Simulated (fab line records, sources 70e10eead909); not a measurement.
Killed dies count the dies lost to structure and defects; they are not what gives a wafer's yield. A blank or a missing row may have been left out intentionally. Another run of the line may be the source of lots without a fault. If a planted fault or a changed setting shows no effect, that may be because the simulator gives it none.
Chamber matching / flow nand_harc / NHARC_A_M1_ETCH_35 on rie_diel-11: 4 sister chambers
The step etches the open film in N2/H2, target depth 40 nm, overetch 12 nm, time 43.94 s. 18 wafers are shown with their chamber, then 9 later ones without.

== WAFERS PAIRED WITH THEIR CHAMBERS ==
wafer=L076.2; chamber=2; showerhead_plenum_p_Torr (Torr)=2.12; drypump_motor_current_A (A)=6.3; rf_vpp_V (V)=433.6
wafer=L076.4; chamber=3; showerhead_plenum_p_Torr (Torr)=2.03; drypump_motor_current_A (A)=5.7; rf_vpp_V (V)=430.0
wafer=L076.6; chamber=2; showerhead_plenum_p_Torr (Torr)=2.12; drypump_motor_current_A (A)=6.3; rf_vpp_V (V)=432.4
wafer=L079.1; chamber=1; showerhead_plenum_p_Torr (Torr)=2.11; drypump_motor_current_A (A)=6.1; rf_vpp_V (V)=432.6
wafer=L079.2; chamber=3; showerhead_plenum_p_Torr (Torr)=2.03; drypump_motor_current_A (A)=5.6; rf_vpp_V (V)=431.6
wafer=L079.4; chamber=2; showerhead_plenum_p_Torr (Torr)=2.12; drypump_motor_current_A (A)=6.3; rf_vpp_V (V)=432.3
wafer=L084.2; chamber=2; showerhead_plenum_p_Torr (Torr)=2.12; drypump_motor_current_A (A)=6.3; rf_vpp_V (V)=432.1
wafer=L084.3; chamber=0; showerhead_plenum_p_Torr (Torr)=2.04; drypump_motor_current_A (A)=6.3; rf_vpp_V (V)=430.7
wafer=L084.5; chamber=0; showerhead_plenum_p_Torr (Torr)=2.04; drypump_motor_current_A (A)=6.3; rf_vpp_V (V)=429.4
wafer=L082.1; chamber=0; showerhead_plenum_p_Torr (Torr)=2.04; drypump_motor_current_A (A)=6.3; rf_vpp_V (V)=430.4
wafer=L082.4; chamber=2; showerhead_plenum_p_Torr (Torr)=2.12; drypump_motor_current_A (A)=6.3; rf_vpp_V (V)=434.0
wafer=L082.6; chamber=0; showerhead_plenum_p_Torr (Torr)=2.04; drypump_motor_current_A (A)=6.3; rf_vpp_V (V)=429.6
wafer=L086.1; chamber=1; showerhead_plenum_p_Torr (Torr)=2.11; drypump_motor_current_A (A)=6.1; rf_vpp_V (V)=432.0
wafer=L086.3; chamber=0; showerhead_plenum_p_Torr (Torr)=2.04; drypump_motor_current_A (A)=6.3; rf_vpp_V (V)=429.7
wafer=L086.6; chamber=0; showerhead_plenum_p_Torr (Torr)=2.04; drypump_motor_current_A (A)=6.3; rf_vpp_V (V)=430.0
wafer=L087.3; chamber=2; showerhead_plenum_p_Torr (Torr)=2.12; drypump_motor_current_A (A)=6.3; rf_vpp_V (V)=434.2
wafer=L087.5; chamber=0; showerhead_plenum_p_Torr (Torr)=2.03; drypump_motor_current_A (A)=6.3; rf_vpp_V (V)=431.3
wafer=L087.6; chamber=1; showerhead_plenum_p_Torr (Torr)=2.11; drypump_motor_current_A (A)=6.1; rf_vpp_V (V)=433.0

SIGNATURES (means of the wafers above)
reading=showerhead_plenum_p_Torr; chamber 0=2.0386; chamber 1=2.1100; chamber 2=2.1200; chamber 3=2.0300; scatter within a chamber=0.00247
reading=drypump_motor_current_A; chamber 0=6.300; chamber 1=6.100; chamber 2=6.300; chamber 3=5.650; scatter within a chamber=0.0189
reading=rf_vpp_V; chamber 0=430.157; chamber 1=432.533; chamber 2=433.100; chamber 3=430.800; scatter within a chamber=0.8
Rule: for a wafer and a chamber, the distance is found by dividing, reading by reading, the gap between the wafer's reading and the chamber's mean by the reading's scatter, squaring, summing and taking the root. The wafer belongs to the nearest chamber; if the next one is less than 2 further off, it can't be placed. The scatter: take each reading less its chamber's mean, square it, sum over the shown wafers, divide by the number of wafers less the number of chambers, and take the root.

== WAFERS MISSING THEIR CHAMBER ==
wafer=L088.1; showerhead_plenum_p_Torr (Torr)=2.12; drypump_motor_current_A (A)=6.3; rf_vpp_V (V)=433.1
wafer=L088.2; showerhead_plenum_p_Torr (Torr)=2.03; drypump_motor_current_A (A)=6.3; rf_vpp_V (V)=429.7
wafer=L088.4; showerhead_plenum_p_Torr (Torr)=2.11; drypump_motor_current_A (A)=6.1; rf_vpp_V (V)=430.8
wafer=L093.1; showerhead_plenum_p_Torr (Torr)=2.12; drypump_motor_current_A (A)=6.3; rf_vpp_V (V)=432.5
wafer=L093.3; showerhead_plenum_p_Torr (Torr)=2.03; drypump_motor_current_A (A)=6.3; rf_vpp_V (V)=429.6
wafer=L093.4; showerhead_plenum_p_Torr (Torr)=2.03; drypump_motor_current_A (A)=6.3; rf_vpp_V (V)=430.8
wafer=L095.1; showerhead_plenum_p_Torr (Torr)=2.11; drypump_motor_current_A (A)=6.1; rf_vpp_V (V)=433.0
wafer=L095.2; showerhead_plenum_p_Torr (Torr)=2.03; drypump_motor_current_A (A)=6.3; rf_vpp_V (V)=431.9
wafer=L095.3; showerhead_plenum_p_Torr (Torr)=2.12; drypump_motor_current_A (A)=6.3; rf_vpp_V (V)=432.5

== WHICH CHAMBER EACH ONE RAN IN ==
wafer=L088.1; from the rows above=2; in truth=2
wafer=L088.2; from the rows above=0; in truth=0
wafer=L088.4; from the rows above=1; in truth=1
wafer=L093.1; from the rows above=2; in truth=2
wafer=L093.3; from the rows above=0; in truth=0
wafer=L093.4; from the rows above=0; in truth=0
wafer=L095.1; from the rows above=1; in truth=1
wafer=L095.2; from the rows above=0; in truth=0
wafer=L095.3; from the rows above=2; in truth=2
9 of 9 placed correctly. Left unplaced by these rows: 0. 0 placed wrongly.
